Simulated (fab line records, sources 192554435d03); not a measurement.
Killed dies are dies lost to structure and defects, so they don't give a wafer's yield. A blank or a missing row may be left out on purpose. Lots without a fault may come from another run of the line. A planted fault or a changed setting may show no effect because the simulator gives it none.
fab line records | flow n5_finfet
record lots=5 wafers=15 last_day=17
route steps=1938 shown BEOL_M15@1804
lots that met no fault: from a run of the same line without faults
start_h: hours from the record's first day to the start of the lot's first wafer shown | wait_h: hours since the lot's step before | " the same as in the row above | L1.1+2: a row that stands for several wafers | - no value, or no start given | * or withheld: withheld | < > ~ a bound
route shown NAME@n: a module of which the file shows steps, and the number in the route of the first | usual: mean/standard deviation of fault-free wafers | same: alike in all rows | chamber/n: place in a boat | sites: the reading at each site | _std_site: their standard deviation | _edge_site: outer sites' mean less inner sites' | radius_mm: how far each site lies from the wafer's centre | mask NAME#n: copy n | behind: the tool/chamber that last shaped the wafer | hold: why the lot was held/for how many hours/how that ended | device: the transistor (n, p or np) that didn't switch | end of line: the same wafers' tests at the end of the route | a step without rows: its recipe alone | killed: dies lost to structure and defects at the first sort, not the wafer's yield | map: a wafer's dies, x killed, . not, _ none there
set.NAME: the setting as run; set.NAME@STEP: as run at that earlier step | model.NAME: the simulator's own value behind a step, which no gauge read
lots at some steps of the route; a table a step, a row a wafer
services: from which hour (start_h, from the record's first day; less than 0 if before it) a tool's chamber was out of use, for how many hours, and why
## steps
# step N5_BEOL_M15_CD_MEAS_28
# recipe target_cd_nm=407.6 landing_energy_ev=500 detector=se_inlens
# usual cd_nm=407.3/1.4
# columns lot.wafer tool chamber start_h wait_h cd_nm
L074.2 cd_sem-01 0 246.30 - 407.7
L074.4 " 0 " " 406.1
L074.5 " 0 " " 406.8
L076.1 cd_sem-02 0 251.57 - 406.9
L076.4 " 0 " " 407.9
L076.5 " 0 " " 406.8
L081.1 cd_sem-01 0 299.09 - 405.8
L081.2 " 0 " " 409.1
L081.3 " 0 " " 407.0
L082.1 cd_sem-01 0 303.29 - 408.5
L082.4 " 0 " " 409.0
L082.5 " 0 " " 407.5
L097.3 cd_sem-03 0 384.04 - 406.5
L097.4 " 0 " " 406.7
L097.6 " 0 " " 407.0
# step N5_BEOL_M15_OVL_MEAS_29
# recipe points_per_wafer=44
# usual M15_OVL=0/5.8
# same points_per_wafer=44
# columns lot.wafer tool chamber start_h wait_h M15_OVL[nm]
L074.2 overlay-02 0 246.33 0.0 -2
L074.4 " 0 " " 2
L074.5 " 0 " " 4
L076.1 overlay-02 0 251.60 0.0 9
L076.4 " 0 " " 0
L076.5 " 0 " " 9
L081.1 overlay-02 0 299.12 0.0 14
L081.2 " 0 " " 6
L081.3 " 0 " " 2
L082.1 overlay-02 0 303.32 0.0 2
L082.4 " 0 " " 4
L082.5 " 0 " " 3
L097.3 overlay-02 0 384.07 0.0 1
L097.4 " 0 " " -7
L097.6 " 0 " " -3
# step N5_BEOL_M15_INSPECT_30
# recipe mode=adi inspect_instrument=macro
# usual raw_defect_count=2.0/1.3
# columns lot.wafer tool chamber start_h wait_h raw_defect_count
L074.2 defect_inspect-01 - 246.35 0.0 1
L074.4 " - " " 0
L074.5 " - " " 0
L076.1 defect_inspect-01 - 251.62 0.0 3
L076.4 " - " " 1
L076.5 " - " " 2
L081.1 defect_inspect-02 - 299.14 0.0 4
L081.2 " - " " 4
L081.3 " - " " 1
L082.1 defect_inspect-01 - 303.34 0.0 4
L082.4 " - " " 3
L082.5 " - " " 1
L097.3 defect_inspect-02 - 384.09 0.0 6
L097.4 " - " " 0
L097.6 " - " " 5
# step N5_BEOL_M15_DESCUM_33
# recipe chemistry=O2 time_s=7.9 source_power_w=50 bias_power_w=20 pressure_mtorr=20 rf_frequency_hz=2.712e+07 temp_c=40 o2_flow_sccm=225
# usual drypump_motor_current_A=5.8/0.4 oes_product_au=0.78/0.069 rf_vpp_V=243.1/1.1 showerhead_plenum_p_Torr=2.09/0.05 throttle_valve_pct=20.38/0.24
# columns lot.wafer tool chamber start_h wait_h drypump_motor_current_A oes_product_au rf_hours_counter_h rf_vpp_V showerhead_plenum_p_Torr throttle_valve_pct
L074.2 rie_diel-05 3 246.39 0.0 5.4 0.73 191 242.2 2.08 20.95
L074.4 " 2 " " 5.0 0.87 44 243.1 2.13 19.88
L074.5 " 0 " " 5.7 0.68 - 241.4 2.07 20.89
L076.1 rie_diel-03 3 251.66 0.0 6.3 0.86 57 243.7 2.14 20.32
L076.4 " 3 " " 6.3 0.86 - 243.1 2.14 20.33
L076.5 " 0 " " 6.2 0.76 - 242.7 2.01 20.15
L081.1 rie_diel-01 2 300.04 0.9 5.7 0.80 98 241.5 2.03 20.19
L081.2 " 3 " " 5.2 0.90 39 243.4 2.12 20.14
L081.3 " 1 " " 5.7 0.81 116 243.3 2.11 20.45
L082.1 rie_diel-01 1 303.38 0.0 5.8 0.81 117 242.8 2.11 20.45
L082.4 " 3 " " 5.2 0.91 40 243.6 2.12 20.13
L082.5 " 3 " " 5.1 0.90 - 243.0 2.12 20.13
L097.3 rie_diel-01 3 384.30 0.2 5.1 0.87 66 244.1 2.11 20.17
L097.4 " 1 " " 5.7 0.78 140 242.4 2.10 20.49
L097.6 " 0 " " 5.6 0.71 - 243.4 2.08 20.55
# step N5_BEOL_M15_ETCH_61
# recipe chemistry=N2/H2 target=BARC target_depth_a=890 overetch_a=267 time_s=67.9 ion_energy_ev=200 pressure_mtorr=30 source_w=840 bias_w=150 n2_flow_sccm=200 h2_flow_sccm=200
# usual bias_w=150.0/0.49 drypump_motor_current_A=5.8/0.4 oes_product_au=0.67/0.054 rf_vpp_V=523.8/1.9 showerhead_plenum_p_Torr=2.54/0.062 throttle_valve_pct=17.81/0.25
# columns lot.wafer tool chamber start_h wait_h bias_w drypump_motor_current_A oes_product_au rf_hours_counter_h rf_vpp_V showerhead_plenum_p_Torr throttle_valve_pct
L074.2 rie_diel-05 3 246.42 0.0 150.3 5.5 0.63 191 523.2 2.52 18.27
L074.4 " 2 " " 149.6 5.0 0.73 44 525.7 2.58 17.21
L074.5 " 0 " " 150.8 5.7 0.59 - 522.7 2.50 18.20
L076.1 rie_diel-03 3 251.69 0.0 149.9 6.2 0.74 57 525.7 2.59 17.69
L076.4 " 3 " " 150.5 6.2 0.73 - 525.3 2.59 17.71
L076.5 " 0 " " 150.4 6.2 0.66 - 520.7 2.44 17.59
L081.1 rie_diel-01 2 300.07 0.0 150.3 5.7 0.68 98 521.6 2.45 17.51
L081.2 " 3 " " 149.7 5.2 0.76 39 525.9 2.59 17.60
L081.3 " 1 " " 150.2 5.7 0.68 116 524.1 2.56 17.84
L082.1 rie_diel-01 1 303.41 0.0 150.3 5.7 0.68 117 525.6 2.56 17.84
L082.4 " 3 " " 150.0 5.1 0.75 40 524.9 2.59 17.61
L082.5 " 3 " " 150.2 5.2 0.76 - 525.8 2.59 17.62
L097.3 rie_diel-01 3 384.33 0.0 149.7 5.1 0.73 66 524.2 2.58 17.65
L097.4 " 1 " " 149.2 5.7 0.66 140 523.9 2.55 17.88
L097.6 " 0 " " 150.0 5.6 0.61 - 523.0 2.53 18.03
# step N5_BEOL_M15_TRENCH_ETCH_34
# recipe chemistry=C4F8/O2/Ar target=SiO2 target_depth_a=8729.3 he_inner_torr=15 he_outer_torr=30 time_s=199 ion_energy_ev=800 pressure_mtorr=20 source_w=1905 bias_w=2040 Ar_flow_sccm=400 C4F8_flow_sccm=16 O2_flow_sccm=12
# usual bias_w=2040/6.3 drypump_motor_current_A=5.8/0.4 oes_product_au=0.78/0.069 rf_vpp_V=2219/18 showerhead_plenum_p_Torr=3.43/0.076 throttle_valve_pct=30.80/0.26
# columns lot.wafer tool chamber start_h wait_h bias_w drypump_motor_current_A oes_product_au rf_hours_counter_h rf_vpp_V showerhead_plenum_p_Torr throttle_valve_pct
L074.2 rie_diel-05 3 246.47 0.0 2032 5.4 0.72 191 2200 3.41 31.35
L074.4 " 2 " " 2045 5.0 0.87 44 2183 3.50 30.33
L074.5 " 0 " " 2034 5.7 0.69 - 2195 3.39 31.22
L076.1 rie_diel-03 3 251.74 0.0 2041 6.2 0.87 57 2216 3.48 30.68
L076.4 " 3 " " 2043 6.2 0.88 - 2215 3.48 30.69
L076.5 " 0 " " 2039 6.2 0.77 - 2209 3.31 30.55
L081.1 rie_diel-01 2 300.13 0.0 2041 5.7 0.79 98 2235 3.32 30.48
L081.2 " 3 " " 2042 5.2 0.89 39 2223 3.49 30.64
L081.3 " 1 " " 2047 5.7 0.80 116 2253 3.46 30.94
L082.1 rie_diel-01 1 303.47 0.0 2043 5.7 0.79 117 2255 3.46 30.93
L082.4 " 3 " " 2035 5.1 0.90 40 2224 3.49 30.65
L082.5 " 3 " " 2035 5.1 0.91 - 2223 3.49 30.67
L097.3 rie_diel-01 3 384.39 0.0 2035 5.1 0.87 66 2222 3.48 30.68
L097.4 " 1 " " 2034 5.8 0.77 140 2254 3.45 30.95
L097.6 " 0 " " 2037 5.6 0.71 - 2210 3.42 30.95
# step N5_BEOL_M15_STRIP_36
# recipe chemistry=O2 power_w=600 temp_c=60 pressure_mtorr=30 rf_frequency_hz=6e+07 bias_power_w=0 overash_fraction=0.3 o2_flow_sccm=225
# usual drypump_motor_current_A=5.7/0.37 oes_product_au=0.79/0.071 rf_vpp_V=3.7/0.96 showerhead_plenum_p_Torr=2.10/0.045 throttle_valve_pct=16.62/0.22
# columns lot.wafer tool chamber start_h wait_h drypump_motor_current_A oes_product_au rf_hours_counter_h rf_vpp_V showerhead_plenum_p_Torr throttle_valve_pct
L074.2 rie_diel-01 3 246.97 0.3 5.1 0.95 16 3.7 2.14 16.33
L074.4 " 1 " " 5.8 0.82 97 3.8 2.12 16.65
L074.5 " 1 " " 5.7 0.82 - 2.7 2.12 16.63
L076.1 rie_diel-01 3 253.34 1.4 5.1 0.94 18 4.3 2.14 16.31
L076.4 " 0 " " 5.6 0.75 158 3.2 2.10 16.70
L076.5 " 2 " " 5.7 0.83 - 3.4 2.04 16.39
L081.1 rie_diel-03 3 300.40 0.1 6.2 0.85 80 3.4 2.13 16.60
L081.2 " 1 " " 6.2 0.72 198 3.4 2.17 16.73
L081.3 " 0 " " 6.2 0.75 168 3.8 2.00 16.48
L082.1 rie_diel-05 2 305.37 1.7 5.0 0.87 50 4.1 2.14 16.14
L082.4 " 3 " " 5.4 0.72 198 2.4 2.08 17.20
L082.5 " 2 " " 5.0 0.86 - 3.0 2.14 16.15
L097.3 rie_diel-01 3 384.61 0.0 5.1 0.85 66 4.1 2.12 16.40
L097.4 " 1 " " 5.7 0.77 140 5.1 2.11 16.73
L097.6 " 1 " " 5.7 0.78 - 4.9 2.11 16.73
# step N5_BEOL_M15_STRIP_62
# recipe chemistry=O2 power_w=600 temp_c=60 pressure_mtorr=30 rf_frequency_hz=6e+07 bias_power_w=0 overash_fraction=0.3 o2_flow_sccm=225
# usual drypump_motor_current_A=5.7/0.37 oes_product_au=0.79/0.07 rf_vpp_V=3.7/0.49 showerhead_plenum_p_Torr=2.10/0.045 throttle_valve_pct=16.62/0.22
# columns lot.wafer tool chamber start_h wait_h drypump_motor_current_A oes_product_au rf_hours_counter_h rf_vpp_V showerhead_plenum_p_Torr throttle_valve_pct
L074.2 rie_diel-01 3 - - 5.1 0.95 16 2.9 2.14 16.31
L074.4 " 1 " " 5.7 0.82 97 4.5 2.12 16.64
L074.5 " 1 " " 5.7 0.82 - 4.7 2.12 16.67
L076.1 rie_diel-01 3 - - 5.2 0.93 18 4.0 2.14 16.32
L076.4 " 0 " " 5.6 0.75 158 3.5 2.10 16.73
L076.5 " 2 " " 5.7 0.82 - 3.6 2.04 16.42
L081.1 rie_diel-03 3 - - 6.2 0.84 80 3.2 2.13 16.59
L081.2 " 1 " " 6.2 0.71 198 4.0 2.17 16.73
L081.3 " 0 " " 6.2 0.75 168 3.1 2.00 16.50
L082.1 rie_diel-05 2 - - 5.0 0.86 50 3.8 2.14 16.15
L082.4 " 3 " " 5.4 0.72 198 3.6 2.08 17.22
L082.5 " 2 " " 5.0 0.86 - 3.0 2.14 16.14
L097.3 rie_diel-01 3 - - 5.2 0.86 66 3.9 2.12 16.42
L097.4 " 1 " " 5.7 0.78 140 4.0 2.11 16.71
L097.6 " 1 " " 5.7 0.78 - 3.2 2.11 16.73
# step N5_BEOL_M15_STRIP_37
# recipe chemistry=O2 power_w=600 temp_c=60 pressure_mtorr=30 rf_frequency_hz=6e+07 bias_power_w=0 overash_fraction=0.3 o2_flow_sccm=225
# usual drypump_motor_current_A=5.7/0.37 oes_product_au=0.79/0.069 rf_vpp_V=3.6/0.7 showerhead_plenum_p_Torr=2.10/0.045 throttle_valve_pct=16.62/0.22
# columns lot.wafer tool chamber start_h wait_h drypump_motor_current_A oes_product_au rf_hours_counter_h rf_vpp_V showerhead_plenum_p_Torr throttle_valve_pct
L074.2 rie_diel-01 3 - - 5.2 0.94 16 3.3 2.14 16.33
L074.4 " 1 " " 5.7 0.83 97 4.6 2.12 16.65
L074.5 " 1 " " 5.7 0.81 - 3.7 2.12 16.63
L076.1 rie_diel-01 3 - - 5.1 0.94 18 2.9 2.14 16.30
L076.4 " 0 " " 5.6 0.75 158 3.0 2.10 16.71
L076.5 " 2 " " 5.7 0.82 - 4.5 2.04 16.43
L081.1 rie_diel-03 3 - - 6.2 0.84 80 4.0 2.13 16.60
L081.2 " 1 " " 6.2 0.72 198 3.0 2.17 16.72
L081.3 " 0 " " 6.1 0.75 168 4.3 2.00 16.47
L082.1 rie_diel-05 2 - - 5.0 0.86 50 2.9 2.14 16.14
L082.4 " 3 " " 5.4 0.72 198 3.2 2.08 17.21
L082.5 " 2 " " 5.0 0.85 - 2.8 2.14 16.16
L097.3 rie_diel-01 3 - - 5.2 0.87 66 2.8 2.12 16.41
L097.4 " 1 " " 5.7 0.78 140 3.9 2.11 16.74
L097.6 " 1 " " 5.7 0.78 - 3.7 2.11 16.72
# step N5_BEOL_M15_ETCH_38
# recipe chemistry=CF4/N2 target=SiCN target_depth_a=1064 taper_deg=2 time_s=120.5 ion_energy_ev=150 mask_material=SiO2 pressure_mtorr=40 source_w=430 bias_w=70 Ar_flow_sccm=100 cf4_flow_sccm=60 n2_flow_sccm=60
# usual bias_w=69.99/0.18 drypump_motor_current_A=5.7/0.38 oes_product_au=0.79/0.072 rf_vpp_V=382.3/1.3 showerhead_plenum_p_Torr=2.20/0.046 throttle_valve_pct=15.38/0.22
# columns lot.wafer tool chamber start_h wait_h bias_w drypump_motor_current_A oes_product_au rf_hours_counter_h rf_vpp_V showerhead_plenum_p_Torr throttle_valve_pct
L074.2 rie_diel-01 3 - - 70.15 5.1 0.96 16 383.0 2.25 15.09
L074.4 " 1 " " 70.19 5.7 0.82 97 383.4 2.23 15.38
L074.5 " 1 " " 70.14 5.7 0.82 - 382.5 2.23 15.40
L076.1 rie_diel-01 3 - - 69.76 5.1 0.95 18 383.5 2.25 15.10
L076.4 " 0 " " 70.01 5.6 0.75 158 383.2 2.21 15.47
L076.5 " 2 " " 69.99 5.7 0.82 - 381.1 2.14 15.15
L081.1 rie_diel-03 3 - - 69.96 6.2 0.84 80 383.0 2.23 15.30
L081.2 " 1 " " 69.92 6.1 0.70 198 384.0 2.28 15.52
L081.3 " 0 " " 69.89 6.2 0.75 168 379.5 2.12 15.29
L082.1 rie_diel-05 2 - - 69.83 5.0 0.86 50 382.9 2.24 14.90
L082.4 " 3 " " 69.73 5.4 0.73 198 383.4 2.19 15.96
L082.5 " 2 " " 69.82 5.0 0.86 - 383.9 2.24 14.88
L097.3 rie_diel-01 3 - - 70.16 5.1 0.86 66 383.3 2.24 15.20
L097.4 " 1 " " 70.19 5.7 0.77 140 382.8 2.21 15.49
L097.6 " 1 " " 69.93 5.7 0.76 - 382.4 2.21 15.47
# step N5_BEOL_M15_PRECLEAN_39
# recipe chemistry=residue_remover time_s=60 temp_c=40
# usual bath_guard_temp_C=39.9/0.43
# columns lot.wafer tool chamber start_h wait_h bath_guard_temp_C
L074.2 wet_bench-03 0 247.26 - 40.1
L074.4 " 6 " " 39.6
L074.5 " 7 " " 39.5
L076.1 wet_bench-03 7 253.61 - 39.5
L076.4 " 6 " " 40.0
L076.5 " 3 " " 40.6
L081.1 wet_bench-02 5 300.68 - 40.3
L081.2 " 1 " " 40.4
L081.3 " 4 " " 40.2
L082.1 wet_bench-04 6 305.64 - 39.9
L082.4 " 7 " " 39.8
L082.5 " 5 " " 40.0
L097.3 wet_bench-02 3 384.88 - 39.6
L097.4 " 1 " " 40.1
L097.6 " 2 " " 39.5
# step N5_BEOL_M15_SRD_40
# recipe time_s=30 temp_c=23 rinse_liquid=diw dry=n2_spin spin_rpm=1500 dry_time_s=30
# usual do_supply_ppb=9.99/0.11
# columns lot.wafer tool chamber start_h wait_h do_supply_ppb
L074.2 wet_bench-03 0 247.28 0.0 10.22
L074.4 " 6 " " 9.97
L074.5 " 7 " " 10.04
L076.1 wet_bench-03 7 253.64 0.0 10.10
L076.4 " 6 " " 9.85
L076.5 " 3 " " 10.03
L081.1 wet_bench-02 5 300.70 0.0 9.97
L081.2 " 1 " " 10.10
L081.3 " 4 " " 10.05
L082.1 wet_bench-04 6 305.68 0.0 10.34
L082.4 " 7 " " 9.84
L082.5 " 5 " " 9.92
L097.3 wet_bench-02 3 384.91 0.0 9.87
L097.4 " 1 " " 9.91
L097.6 " 2 " " 9.93
# step N5_BEOL_M15_DEGAS_41
# recipe ambient=vacuum temp_c=300 time_s=60
# usual heater_power_w=474/57
# columns lot.wafer tool chamber start_h wait_h heater_power_w
L074.2 pvd_sputter-01 - 247.51 0.2 507
L074.4 " - " " 547
L074.5 " - " " 474
L076.1 pvd_sputter-01 - 254.14 0.5 510
L076.4 " - " " 560
L076.5 " - " " 560
L081.1 pvd_sputter-03 - 300.86 0.1 493
L081.2 " - " " 421
L081.3 " - " " 414
L082.1 pvd_sputter-03 - 305.96 0.2 419
L082.4 " - " " 412
L082.5 " - " " 421
L097.3 pvd_sputter-02 - 384.95 0.0 585
L097.4 " - " " 550
L097.6 " - " " 386
# step N5_BEOL_M15_PRE_CLEAN_42
# recipe gas=H2/He time_s=30 temp_c=300
# usual heater_power_w=474/57
# columns lot.wafer tool chamber start_h wait_h heater_power_w
L074.2 pvd_sputter-01 - 247.55 0.0 523
L074.4 " - " " 553
L074.5 " - " " 479
L076.1 pvd_sputter-01 - 254.18 0.0 503
L076.4 " - " " 557
L076.5 " - " " 558
L081.1 pvd_sputter-03 - 300.90 0.0 480
L081.2 " - " " 418
L081.3 " - " " 408
L082.1 pvd_sputter-03 - 306.00 0.0 427
L082.4 " - " " 407
L082.5 " - " " 424
L097.3 pvd_sputter-02 - 384.99 0.0 595
L097.4 " - " " 546
L097.6 " - " " 369
# step N5_BEOL_M15_SPUTTER_43
# recipe material=TaN target_thk_a=150 temp_c=50 bias_v=168.6 power_w=15000 chamber_pressure_pa=0.12 time_s=24.19
# usual bias_v=168.5/1.8 throttle_valve_pct=30.1/0.41
# columns lot.wafer tool chamber start_h wait_h bias_v throttle_valve_pct
L074.2 pvd_sputter-01 - 247.59 0.0 169.1 29.8
L074.4 " - " " 167.4 29.3
L074.5 " - " " 167.4 30.0
L076.1 pvd_sputter-01 - 254.22 0.0 166.5 29.9
L076.4 " - " " 167.1 29.7
L076.5 " - " " 164.7 29.4
L081.1 pvd_sputter-03 - 300.94 0.0 165.6 30.0
L081.2 " - " " 169.0 30.2
L081.3 " - " " 167.1 30.3
L082.1 pvd_sputter-03 - 306.04 0.0 167.7 30.1
L082.4 " - " " 168.3 30.6
L082.5 " - " " 167.5 30.2
L097.3 pvd_sputter-02 - 385.03 0.0 167.5 30.6
L097.4 " - " " 164.8 29.5
L097.6 " - " " 166.1 30.0
# step N5_BEOL_M15_SPUTTER_44
# recipe material=Ta target_thk_a=150 temp_c=50 bias_v=80 power_w=15000 chamber_pressure_pa=0.07 time_s=24.19
# usual bias_v=80.0/0.85 throttle_valve_pct=30.1/0.39
# columns lot.wafer tool chamber start_h wait_h bias_v throttle_valve_pct
L074.2 pvd_sputter-01 - 247.67 0.0 81.1 30.0
L074.4 " - " " 79.7 29.8
L074.5 " - " " 79.3 29.7
L076.1 pvd_sputter-01 - 254.30 0.0 79.5 29.9
L076.4 " - " " 80.6 29.6
L076.5 " - " " 80.6 29.7
L081.1 pvd_sputter-03 - 301.02 0.0 78.9 29.8
L081.2 " - " " 79.6 30.2
L081.3 " - " " 79.6 30.2
L082.1 pvd_sputter-03 - 306.12 0.0 80.1 30.3
L082.4 " - " " 80.1 30.5
L082.5 " - " " 81.9 29.9
L097.3 pvd_sputter-02 - 385.11 0.0 80.5 30.3
L097.4 " - " " 79.6 29.9
L097.6 " - " " 80.2 30.2
# step N5_BEOL_M15_SPUTTER_45
# recipe material=Cu target_thk_a=1000 temp_c=-20 bias_v=60 power_w=26000 chamber_pressure_pa=0.13 time_s=16.67
# usual bias_v=60.0/0.51 throttle_valve_pct=30.0/0.42
# columns lot.wafer tool chamber start_h wait_h bias_v throttle_valve_pct
L074.2 pvd_sputter-01 - 247.75 0.0 59.5 29.9
L074.4 " - " " 59.2 29.4
L074.5 " - " " 59.3 29.9
L076.1 pvd_sputter-01 - 254.38 0.0 59.7 30.2
L076.4 " - " " 59.2 29.5
L076.5 " - " " 59.0 30.0
L081.1 pvd_sputter-03 - 301.10 0.0 59.8 29.7
L081.2 " - " " 59.7 29.9
L081.3 " - " " 60.2 30.4
L082.1 pvd_sputter-03 - 306.20 0.0 60.2 30.0
L082.4 " - " " 59.7 30.6
L082.5 " - " " 59.5 30.1
L097.3 pvd_sputter-02 - 385.19 0.0 60.3 30.8
L097.4 " - " " 60.1 29.3
L097.6 " - " " 59.7 30.1
# step N5_BEOL_M15_ECD_47
# recipe material=Cu target_thk_a=18600
# columns lot.wafer tool chamber start_h wait_h
L074.2+4+5 ecd_cu-02 1,0,0 247.87 0.1
L076.1+4+5 ecd_cu-01 0 254.50 0.1
L081.1+2+3 ecd_cu-01 1,0,1 301.21 0.1
L082.1+4+5 ecd_cu-01 1,0,1 306.32 0.1
L097.3+4+6 ecd_cu-02 0,1,0 385.38 0.2
# step N5_BEOL_M15_ANNEAL_48
# recipe temp_c=225 time_s=90 ambient=N2
# usual anneal_temp_c_max=226.1/0.49 wafer_temp_C_max=226.3/0.71
# columns lot.wafer tool chamber start_h wait_h anneal_temp_c_max wafer_temp_C_max
L074.2 rtp_anneal-01 0 248.16 0.2 225.7 225.6
L074.4 " 0 " " 226.0 225.6
L074.5 " 0 " " 225.9 225.9
L076.1 rtp_anneal-02 0 254.74 0.2 226.1 226.6
L076.4 " 0 " " 226.2 226.9
L076.5 " 0 " " 227.1 226.7
L081.1 rtp_anneal-02 0 301.46 0.2 227.6 226.3
L081.2 " 0 " " 226.4 226.5
L081.3 " 0 " " 226.7 226.9
L082.1 rtp_anneal-02 0 306.56 0.2 226.7 227.0
L082.4 " 0 " " 227.3 227.2
L082.5 " 0 " " 226.7 226.8
L097.3 rtp_anneal-01 0 387.56 2.1 226.0 226.1
L097.4 " 0 " " 226.0 225.8
L097.6 " 0 " " 225.8 225.8
# step N5_BEOL_M15_CMP_49
# recipe stop_on=SiO2 t_overpolish_s=4.9 down_force_psi=2 platen_rpm=80 clearing_platen_down_force_psi=2 clearing_platen_rpm=80 post_cmp_clean=cu_alkaline target_thk_nm=850 clearing_platen_pad_velocity_m_s=1.5917 pad_velocity_m_s=1.5917
# usual barrier_field_endpoint_s=11.38/0.28 motor_current_A=8.0/0.46 overpolish_run_s=4.901/0.0092
# columns lot.wafer tool chamber start_h wait_h barrier_field_endpoint_s motor_current_A overpolish_run_s
L074.4 cmp-04 1 248.45 0.2 11.62 8.8 4.884
L074.2 " 2 " " 11.79 8.7 4.890
L074.5 " 0 " " 11.82 7.7 4.905
L076.1 cmp-03 3 255.09 0.3 11.61 8.0 4.881
L076.4 " 0 " " 11.57 7.3 4.899
L076.5 " 3 " " 11.54 8.2 4.896
L081.2 cmp-04 3 301.75 0.2 11.06 8.1 4.905
L081.3 " 0 " " 11.32 7.7 4.906
L081.1 " 1 " " 11.22 8.3 4.907
L082.4 cmp-03 1 306.90 0.2 11.75 7.8 4.889
L082.1 " 2 " " 11.98 8.1 4.899
L082.5 " 1 " " 11.56 8.0 4.910
L097.4 cmp-04 1 387.84 0.2 11.02 8.0 4.899
L097.3 " 2 " " 11.25 8.8 4.889
L097.6 " 1 " " 10.98 7.7 4.910
# step N5_BEOL_M15_THK_MEAS_50
# recipe thk_meas_gauge=xrf reads=Cu_of_BEOL_M15_ECD_47
# usual M15_THK=856/17
# columns lot.wafer tool chamber start_h wait_h M15_THK[nm]
L074.2 film_metro-01 - 248.70 - 868
L074.4 " - " " 886
L074.5 " - " " 862
L076.1 film_metro-02 - 255.35 - 861
L076.4 " - " " 866
L076.5 " - " " 856
L081.1 film_metro-02 - 302.05 - 858
L081.2 " - " " 869
L081.3 " - " " 865
L082.1 film_metro-02 - 307.15 - 861
L082.4 " - " " 875
L082.5 " - " " 883
L097.3 film_metro-02 - 388.10 - 869
L097.4 " - " " 845
L097.6 " - " " 843
# step N5_BEOL_M15_PRE_CLEAN_52
# recipe gas=NH3 time_s=15 temp_c=withheld rf_power_w=300
# columns lot.wafer tool chamber start_h wait_h
L074.2+4+5 pecvd-02 0,1,2 248.74 0.0
L076.1+4+5 pecvd-01 0,2,1 255.38 0.0
L081.1+2+3 pecvd-02 0,1,2 302.09 0.0
L082.1+4+5 pecvd-02 2,0,1 307.19 0.0
L097.3+4+6 pecvd-04 2,2,0 388.13 0.0
# step N5_BEOL_M15_DEP_53
# recipe material=SiCN target_thk_a=500 temp_c=withheld precursor=3MS/NH3 pressure_torr=3 rf_w=675 time_s=17.8
# usual showerhead_plenum_p_Torr=4.161/0.017 throttle_valve_pct=17.8/0.73
# columns lot.wafer tool chamber start_h wait_h showerhead_plenum_p_Torr throttle_valve_pct
L074.2 pecvd-02 0 248.76 0.0 4.184 17.5
L074.4 " 1 " " 4.140 17.9
L074.5 " 2 " " 4.181 18.6
L076.1 pecvd-01 0 255.41 0.0 4.168 17.6
L076.4 " 2 " " 4.160 16.4
L076.5 " 1 " " 4.136 17.9
L081.1 pecvd-02 0 302.11 0.0 4.178 17.7
L081.2 " 1 " " 4.151 17.6
L081.3 " 2 " " 4.188 18.6
L082.1 pecvd-02 2 307.21 0.0 4.184 18.8
L082.4 " 0 " " 4.192 17.7
L082.5 " 1 " " 4.146 18.1
L097.3 pecvd-04 2 388.16 0.0 4.170 16.5
L097.4 " 2 " " 4.166 16.3
L097.6 " 0 " " 4.174 18.1
# step N5_BEOL_M15_RS_MEAS_54
# recipe thk_meas_gauge=four-point-probe reads=Cu_of_BEOL_M15_ECD_47+Ta_of_BEOL_M15_SPUTTER_44+TaN_of_BEOL_M15_SPUTTER_43
# usual M15_RS=0.0217/0.00033
# columns lot.wafer tool chamber start_h wait_h M15_RS[ohm/sq]
L074.2 film_metro-01 - 248.83 0.1 0.0218
L074.4 " - " " 0.0213
L074.5 " - " " 0.0219
L076.1 film_metro-02 - 255.48 0.0 0.0213
L076.4 " - " " 0.0213
L076.5 " - " " 0.0215
L081.1 film_metro-02 - 302.18 0.0 0.0217
L081.2 " - " " 0.0214
L081.3 " - " " 0.0217
L082.1 film_metro-02 - 307.28 0.0 0.0215
L082.4 " - " " 0.0212
L082.5 " - " " 0.0211
L097.3 film_metro-02 - 388.22 0.1 0.0213
L097.4 " - " " 0.0218
L097.6 " - " " 0.0219
# step N5_BEOL_M15_INSPECT_55
# recipe inspect_instrument=darkfield mode=post_dep
# usual raw_defect_count=63/24
# columns lot.wafer tool chamber start_h wait_h raw_defect_count
L074.2 defect_inspect-01 - 248.86 0.0 67
L074.4 " - " " 67
L074.5 " - " " 58
L076.1 defect_inspect-02 - 255.50 0.0 49
L076.4 " - " " 49
L076.5 " - " " 62
L081.1 defect_inspect-01 - 302.20 0.0 133
L081.2 " - " " 117
L081.3 " - " " 189
L082.1 defect_inspect-01 - 307.31 0.0 37
L082.4 " - " " 44
L082.5 " - " " 56
L097.3 defect_inspect-01 - 388.25 0.0 63
L097.4 " - " " 56
L097.6 " - " " 38
## services
# columns tool chamber start_h hours kind
rie_diel-01 - 232.90 2.8 pm
cmp-04 - 242.97 1.0 repair
rie_diel-03 2 248.66 32.5 repair
cmp-04 - 250.39 14.2 pm
rie_diel-05 - 255.94 4.4 repair
rie_diel-03 3 261.12 1.6 repair
rie_diel-05 0 261.54 - clean
rie_diel-05 0 261.54 - consumable_replace:focus_ring
rie_diel-05 0 261.54 20.1 scheduled_down
rie_diel-05 0 261.54 20.1 vent_cycle
rie_diel-05 - 265.35 34.4 repair
cmp-04 - 276.82 1.1 repair
ecd_cu-02 - 286.42 0.3 repair
pecvd-01 - 330.40 2.8 pm
wet_bench-04 - 334.21 1.2 repair
pvd_sputter-03 - 338.38 2.8 repair
cmp-03 - 346.73 4.0 pm
rie_diel-03 1 349.49 7.0 repair
rie_diel-05 3 353.07 7.0 repair
cmp-03 - 358.81 4.6 pm
rtp_anneal-01 - 373.42 8.6 pm
pecvd-01 - 374.46 1.6 repair
cmp-03 - 377.26 1.0 repair
cmp-03 - 385.83 19.8 repair
## key
fault none
